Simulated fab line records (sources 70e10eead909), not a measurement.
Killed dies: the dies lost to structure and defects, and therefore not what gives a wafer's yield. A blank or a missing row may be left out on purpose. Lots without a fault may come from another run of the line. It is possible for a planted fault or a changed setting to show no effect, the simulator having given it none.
What tool caused it?    flow nand_harc    24 lots with 72 wafers sampled at 6 steps, on a route of 1159 steps

== WHAT EACH GAUGE READ, for each wafer ==
NHARC_A_M0_OVL_MEAS_10: pitch 160 nm. Usual: overlay_x_nm -0.1 nm, standard deviation 1; overlay_y_nm 0.0 nm, standard deviation 0.88.
lot   measured      on          overlay_x_nm (nm)  overlay_y_nm (nm)  flag
L075  day 17 23:44  overlay-02  -1.5 -1.7 -1.8     -0.5 -0.6 0.2      
L076  day 18 00:04  overlay-02  -1.2 -1.2 -0.6     1.5 1.1 0.8        
L074  day 18 03:50  overlay-01  -0.6 -0.7 -0.5     1.0 1.2 0.7        
L079  day 18 14:30  overlay-02  -2.0 -2.4 -2.5     -1.2 -0.7 -0.8     
L080  day 18 18:31  overlay-01  0.5 1.1 0.6        -1.7 -1.2 -0.7     
L077  day 19 04:13  overlay-01  -1.8 -1.1 -1.6     0.8 1.2 1.1        
L078  day 19 08:37  overlay-01  0.8 0.6 0.9        0.2 0.6 0.3        
L081  day 19 10:55  overlay-01  1.0 1.5 1.5        1.1 1.6 0.8        
L083  day 19 21:17  overlay-01  0.7 1.1 1.2        0.1 0.6 0.8        
L082  day 20 01:44  overlay-01  -0.7 -0.4 -0.1     -1.5 -1.2 -0.9     
L084  day 20 11:14  overlay-01  -0.2 -0.9 -1.0     -0.7 -0.9 -0.1     
L088  day 20 14:58  overlay-02  -0.4 -0.3 -0.9     -0.9 -1.3 -1.0     
L085  day 20 15:17  overlay-02  -0.4 -0.4 -0.6     1.1 1.2 1.4        
L086  day 21 02:37  overlay-02  0.4 -0.3 0.0       -0.2 0.0 0.3       
L090  day 22 03:36  overlay-01  0.3 0.2 -0.6       -1.0 -1.0 -1.2     
L087  day 22 04:02  overlay-02  -0.2 -0.6 -0.2     0.0 0.2 -0.1       
L089  day 22 05:10  overlay-01  1.9 2.3 1.6        0.0 0.4 0.1        
L091  day 22 08:14  overlay-01  0.7 0.5 0.8        -0.4 -1.1 -1.0     
L093  day 22 09:04  overlay-02  1.2 1.3 0.8        -0.5 -0.7 -0.1     
L094  day 22 09:34  overlay-01  0.7 0.3 0.4        0.4 0.7 0.5        
L092  day 22 10:25  overlay-02  -0.7 0.4 -0.1      1.2 1.3 1.4        
L095  day 22 14:58  overlay-02  -0.2 0.1 0.0       -0.6 0.3 -0.1      
L096  day 23 07:04  overlay-02  -0.5 -0.7 0.2      0.5 0.7 0.8        
L097  day 23 13:26  overlay-01  -0.4 -0.1 -0.3     0.2 0.3 -0.1       

NHARC_A_M0_INSPECT_27. Usual: raw_defect_count at 430, with a standard deviation of 110.
lot   measured      on                 raw_defect_count  flag
L075  day 18 02:24  defect_inspect-01  547 386 396       
L076  day 18 02:41  defect_inspect-01  516 416 517       
L074  day 18 06:25  defect_inspect-01  418 368 348       
L079  day 18 17:07  defect_inspect-01  622 421 480       
L080  day 18 21:05  defect_inspect-02  384 415 371       
L077  day 19 06:47  defect_inspect-02  382 365 353       
L078  day 19 11:17  defect_inspect-02  728 427 650       
L081  day 19 13:30  defect_inspect-02  789 442 313       
L083  day 20 00:04  defect_inspect-01  702 753 477       
L082  day 20 04:26  defect_inspect-02  473 325 347       
L084  day 20 13:49  defect_inspect-01  437 319 456       
L088  day 20 17:47  defect_inspect-02  458 350 466       
L085  day 20 17:51  defect_inspect-02  330 330 299       
L086  day 21 05:14  defect_inspect-02  433 520 410       
L090  day 22 06:14  defect_inspect-02  239 319 372       
L087  day 22 06:38  defect_inspect-01  370 591 312       
L089  day 22 07:47  defect_inspect-01  281 264 259       
L091  day 22 10:55  defect_inspect-01  361 422 307       
L093  day 22 11:55  defect_inspect-01  361 405 539       
L094  day 22 12:14  defect_inspect-02  515 605 490       
L092  day 22 13:02  defect_inspect-02  432 558 544       
L095  day 22 17:32  defect_inspect-01  415 473 429       
L096  day 23 09:57  defect_inspect-02  517 390 449       
L097  day 23 16:01  defect_inspect-02  303 390 525       

NHARC_A_M1_CD_MEAS_16. Usual: cd_nm at 120.3 nm, with a standard deviation of 0.9.
lot   measured      on         cd_nm (nm)         flag
L075  day 18 04:22  cd_sem-01  119.9 121.3 119.6  
L076  day 18 04:35  cd_sem-02  120.7 120.2 120.3  
L074  day 18 08:11  cd_sem-01  120.3 120.5 119.7  
L079  day 18 19:02  cd_sem-01  120.3 119.3 120.1  
L080  day 18 23:00  cd_sem-01  120.0 121.1 120.3  
L077  day 19 08:41  cd_sem-03  120.5 120.3 121.6  
L078  day 19 13:26  cd_sem-02  120.5 119.0 120.1  
L081  day 19 15:24  cd_sem-03  120.6 121.9 119.4  
L083  day 20 01:59  cd_sem-02  120.6 120.0 118.5  
L082  day 20 06:19  cd_sem-02  121.9 120.0 121.9  
L084  day 20 15:48  cd_sem-01  121.1 120.4 120.2  
L088  day 20 19:40  cd_sem-02  118.8 117.8 119.9  
L085  day 20 19:51  cd_sem-01  121.3 121.3 120.6  
L086  day 21 07:50  cd_sem-02  120.6 118.7 120.6  
L090  day 22 08:07  cd_sem-01  119.7 120.5 121.2  
L087  day 22 08:31  cd_sem-02  119.8 120.9 121.2  
L089  day 22 09:50  cd_sem-02  119.8 121.3 121.2  
L091  day 22 12:48  cd_sem-02  120.5 119.0 120.6  
L093  day 22 13:54  cd_sem-02  118.6 120.8 119.0  
L094  day 22 14:51  cd_sem-02  121.5 121.0 119.2  
L092  day 22 15:57  cd_sem-03  120.4 120.2 120.5  
L095  day 22 19:26  cd_sem-02  120.2 121.6 120.2  
L096  day 23 11:58  cd_sem-01  121.8 120.3 120.8  
L097  day 23 17:54  cd_sem-02  119.7 119.4 119.2  

== EACH LOT AND THE TOOL THAT RAN IT (in order: tool; ch and the chambers of the sampled wafers; start) ==
lot   NHARC_A_M0_ETCH_34                  NHARC_A_M0_ETCH_15                             NHARC_A_M1_DESCUM_14
L075  rie_diel-08 ch 0,1,3, day 17 23:58  rie_diel-08 ch 0,1,3, day 18 02:24 or earlier  rie_diel-10 ch 2,3, day 18 04:04
L076  rie_diel-01 ch 1,2, day 18 00:16    rie_diel-01 ch 1,2,3, day 18 02:41 or earlier  rie_diel-10 ch 1,3, day 18 04:17
L074  rie_diel-01 ch 1,2,3, day 18 04:01  rie_diel-01 ch 0,3, day 18 06:25 or earlier    rie_diel-10 ch 0,1,3, day 18 07:52
L079  rie_diel-01 ch 0,1,3, day 18 14:41  rie_diel-01 ch 0,1,2, day 18 17:07 or earlier  rie_diel-07 ch 1,2,3, day 18 18:44
L080  rie_diel-08 ch 1,2, day 18 18:41    rie_diel-08 ch 1,2, day 18 21:05 or earlier    rie_diel-12 ch 0,3, day 18 22:41
L077  rie_diel-04 ch 1,2, day 19 04:25    rie_diel-04 ch 0,2,3, day 19 06:47 or earlier  rie_diel-10 ch 1,2, day 19 08:23
L078  rie_diel-01 ch 1,2,3, day 19 08:48  rie_diel-01 ch 1,2,3, day 19 11:17 or earlier  rie_diel-12 ch 1,2,3, day 19 13:08
L081  rie_diel-08 ch 0,1,2, day 19 11:06  rie_diel-08 ch 1,2,3, day 19 13:30 or earlier  rie_diel-10 ch 2,3, day 19 15:06
L083  rie_diel-08 ch 0,3, day 19 21:29    rie_diel-08 ch 0,1,3, day 20 00:04 or earlier  rie_diel-07 ch 0,1,2, day 20 01:41
L082  rie_diel-04 ch 0,1,3, day 20 01:56  rie_diel-04 ch 0,1,2, day 20 04:26 or earlier  rie_diel-10 ch 0,2,3, day 20 06:01
L084  rie_diel-08 ch 0,1,2, day 20 11:25  rie_diel-08 ch 0,2, day 20 13:49 or earlier    rie_diel-10 ch 1,3, day 20 15:28
L088  rie_diel-08 ch 0,1,3, day 20 15:14  rie_diel-08 ch 0,1,3, day 20 17:47 or earlier  rie_diel-07 ch 1,2,3, day 20 19:23
L085  rie_diel-01 ch 0,1,3, day 20 15:28  rie_diel-01 ch 1,2,3, day 20 17:51 or earlier  rie_diel-10 ch 0,1,2, day 20 19:34
L086  rie_diel-04 ch 2,3, day 21 02:48    rie_diel-04 ch 0,2,3, day 21 05:14 or earlier  rie_diel-07 ch 0,1, day 21 07:05
L090  rie_diel-08 ch 1,2,3, day 22 03:47  rie_diel-08 ch 0,1,2, day 22 06:14 or earlier  rie_diel-12 ch 0,2,3, day 22 07:48
L087  rie_diel-04 ch 1,2,3, day 22 04:13  rie_diel-04 ch 1,2,3, day 22 06:38 or earlier  rie_diel-12 ch 0,1,2, day 22 08:13
L089  rie_diel-01 ch 0,1,3, day 22 05:22  rie_diel-01 ch 0,1,2, day 22 07:47 or earlier  rie_diel-07 ch 0,2, day 22 09:32
L091  rie_diel-08 ch 0,2, day 22 08:26    rie_diel-08 ch 0,3, day 22 10:55 or earlier    rie_diel-12 ch 2,3, day 22 12:31
L093  rie_diel-04 ch 0,1,3, day 22 09:16  rie_diel-04 ch 0,1,2, day 22 11:55 or earlier  rie_diel-07 ch 1,2,3, day 22 13:37
L094  rie_diel-01 ch 0,1,3, day 22 09:45  rie_diel-01 ch 0,2,3, day 22 12:14 or earlier  rie_diel-07 ch 0,1,3, day 22 14:34
L092  rie_diel-04 ch 0,1,2, day 22 10:35  rie_diel-04 ch 0,2,3, day 22 13:02 or earlier  rie_diel-07 ch 0,1,2, day 22 15:39
L095  rie_diel-04 ch 2,3, day 22 15:09    rie_diel-04 ch 0,3, day 22 17:32 or earlier    rie_diel-10 ch 1,2,3, day 22 19:08
L096  rie_diel-04 ch 0,1,3, day 23 07:15  rie_diel-04 ch 0,1,2, day 23 09:57 or earlier  rie_diel-10 ch 0,1,2, day 23 11:40
L097  rie_diel-01 ch 0,1,2, day 23 13:37  rie_diel-01 ch 0,2,3, day 23 16:01 or earlier  rie_diel-07 ch 0,2,3, day 23 17:37
- NHARC_A_M0_ETCH_34: etches the open film in N2/H2, target depth 40 nm, overetch 12 nm, time 43.94 s.
- NHARC_A_M0_ETCH_15: etches the open film in C4F8/Ar, target depth 150 nm, overetch 15 nm, time 82.5 s.
- NHARC_A_M1_DESCUM_14: chemistry O2, time 3 s.

== AS READ BY THE TOOLS THEMSELVES (means over the sampled wafers that have a number; for cases with no such wafer, the mark the record gives instead) ==
NHARC_A_M0_ETCH_34. Usual: drypump_motor_current_A 5.8 A, standard deviation 0.48; h2_flow_sccm 150.0 sccm, standard deviation 0.45; oes_product_au 1.002 a.u., standard deviation 0.011; rf_vpp_V 429.0 V, standard deviation 2.6; showerhead_plenum_p_Torr 1.99 Torr, standard deviation 0.093; throttle_valve_pct 14.171 %, standard deviation 0.0096.
lot   tool         drypump_motor_current_A (A)  h2_flow_sccm (sccm)  oes_product_au (a.u.)  rf_vpp_V (V)  showerhead_plenum_p_Torr (Torr)  throttle_valve_pct (%)  flag
L075  rie_diel-08  6.0                          149.8                0.993                  428.7         1.99                             14.172                  
L076  rie_diel-01  5.2                          150.4                1.015                  432.5         2.09                             14.165                  
L074  rie_diel-01  5.6                          149.8                1.012                  430.2         2.03                             14.175                  
L079  rie_diel-01  5.5                          150.0                1.011                  429.3         2.02                             14.175                  
L080  rie_diel-08  5.8                          150.6                0.996                  427.2         1.92                             14.170                  
L077  rie_diel-04  6.0                          149.6                0.992                  427.5         1.93                             14.177                  
L078  rie_diel-01  5.6                          150.3                1.014                  431.3         2.03                             14.170                  
L081  rie_diel-08  5.9                          149.9                0.991                  428.7         1.96                             14.177                  
L083  rie_diel-08  6.1                          150.0                0.991                  429.8         2.03                             14.175                  
L082  rie_diel-04  5.7                          150.1                1.000                  430.1         2.03                             14.170                  
L084  rie_diel-08  5.9                          149.8                0.998                  427.8         1.96                             14.161                  
L088  rie_diel-08  6.0                          149.3                0.997                  428.3         1.99                             14.176                  
L085  rie_diel-01  5.5                          150.2                1.014                  429.9         2.02                             14.169                  
L086  rie_diel-04  5.5                          149.2                1.000                  428.6         2.00                             14.175                  
L090  rie_diel-08  5.7                          150.2                1.002                  428.9         1.97                             14.175                  
L087  rie_diel-04  5.8                          150.3                1.004                  430.6         2.03                             14.165                  
L089  rie_diel-01  5.5                          150.2                1.010                  429.9         2.02                             14.167                  
L091  rie_diel-08  6.0                          149.7                1.008                  430.1         1.99                             14.171                  
L093  rie_diel-04  5.7                          150.3                0.996                  429.0         2.03                             14.170                  
L094  rie_diel-01  5.6                          149.8                1.015                  430.8         2.01                             14.166                  
L092  rie_diel-04  5.9                          150.1                0.999                  427.6         1.94                             14.163                  
L095  rie_diel-04  5.6                          149.9                0.993                  429.5         2.00                             14.166                  
L096  rie_diel-04  5.7                          149.9                0.999                  430.1         2.03                             14.171                  
L097  rie_diel-01  5.6                          149.7                1.009                  429.4         2.00                             14.173                  

NHARC_A_M0_ETCH_15. Usual: oes_product_au 0.953 a.u., standard deviation 0.024; rf_vpp_V 439.4 V, standard deviation 2.7.
lot   tool         oes_product_au (a.u.)  rf_vpp_V (V)  flag
L075  rie_diel-08  0.922                  439.6         
L076  rie_diel-01  0.931                  441.0         
L074  rie_diel-01  0.935                  437.3         
L079  rie_diel-01  0.942                  439.9         
L080  rie_diel-08  0.967                  438.1         
L077  rie_diel-04  0.963                  439.2         
L078  rie_diel-01  0.934                  440.4         
L081  rie_diel-08  0.960                  437.9         
L083  rie_diel-08  0.917                  438.1         
L082  rie_diel-04  0.918                  437.2         
L084  rie_diel-08  0.930                  439.1         
L088  rie_diel-08  0.947                  439.9         
L085  rie_diel-01  0.944                  440.7         
L086  rie_diel-04  0.965                  440.5         
L090  rie_diel-08  0.970                  438.4         
L087  rie_diel-04  0.962                  441.1         
L089  rie_diel-01  0.986                  439.5         
L091  rie_diel-08  0.923                  440.2         
L093  rie_diel-04  0.964                  438.2         
L094  rie_diel-01  0.986                  438.1         
L092  rie_diel-04  0.962                  439.7         
L095  rie_diel-04  0.977                  440.2         
L096  rie_diel-04  0.968                  437.1         
L097  rie_diel-01  0.988                  438.5         

NHARC_A_M1_DESCUM_14. Usual: drypump_motor_current_A 5.6 A, standard deviation 0.46; oes_product_au 1.000 a.u., standard deviation 0.0079; rf_vpp_V 57.8 V, standard deviation 0.9; showerhead_plenum_p_Torr 1.93 Torr, standard deviation 0.092; throttle_valve_pct 11.310 %, standard deviation 0.0098.
lot   tool         drypump_motor_current_A (A)  oes_product_au (a.u.)  rf_vpp_V (V)  showerhead_plenum_p_Torr (Torr)  throttle_valve_pct (%)  flag
L075  rie_diel-10  5.5                          1.009                  58.3          2.01                             11.317                  
L076  rie_diel-10  5.7                          1.002                  57.9          1.87                             11.321                  
L074  rie_diel-10  5.6                          0.995                  58.2          1.86                             11.320                  
L079  rie_diel-07  5.7                          0.988                  58.0          1.89                             11.313                  
L080  rie_diel-12  5.5                          0.998                  57.8          1.90                             11.299                  
L077  rie_diel-10  5.5                          0.990                  58.4          1.91                             11.307                  
L078  rie_diel-12  5.7                          1.004                  58.0          1.97                             11.311                  
L081  rie_diel-10  5.5                          1.008                  58.0          2.01                             11.313                  
L083  rie_diel-07  5.4                          0.998                  57.9          1.94                             11.309                  
L082  rie_diel-10  5.5                          1.004                  57.7          1.93                             11.299                  
L084  rie_diel-10  5.6                          1.006                  58.1          1.87                             11.316                  
L088  rie_diel-07  5.6                          1.005                  56.7          1.89                             11.317                  
L085  rie_diel-10  5.4                          1.000                  56.7          1.90                             11.312                  
L086  rie_diel-07  5.2                          1.003                  57.7          1.94                             11.307                  
L090  rie_diel-12  5.8                          0.996                  57.9          1.98                             11.304                  
L087  rie_diel-12  6.2                          1.003                  58.8          2.05                             11.302                  
L089  rie_diel-07  5.7                          1.001                  58.0          1.94                             11.313                  
L091  rie_diel-12  5.5                          0.991                  57.5          1.98                             11.305                  
L093  rie_diel-07  5.6                          0.999                  57.1          1.89                             11.319                  
L094  rie_diel-07  5.6                          1.010                  56.6          1.89                             11.312                  
L092  rie_diel-07  5.4                          1.007                  58.0          1.94                             11.299                  
L095  rie_diel-10  5.6                          0.992                  57.9          1.94                             11.312                  
L096  rie_diel-10  5.3                          0.992                  58.8          1.89                             11.303                  
L097  rie_diel-07  5.9                          1.005                  57.3          1.89                             11.313                  

== THE ANSWER, worked out from the rows above alone ==
Rule: take the mean of a lot's wafers that have a number; if it is more than 3 standard deviations from the usual mean, the lot is off. A lot without any number at a reading at which 4 lots or more have one is off too. Where the step has rows for the other lots, those lots are counted as sound. The gauges are gone through in route order, then the tools' own readings, and for those a lot's mean is taken as printed above. The first step at which some lot is off is used, and at that step the reading that is off furthest; a lot without a number counts as furthest.
No lot is off on any of the readings shown, so nothing can be concluded from this.

== WHAT WAS PUT IN BY THE SIMULATOR ==
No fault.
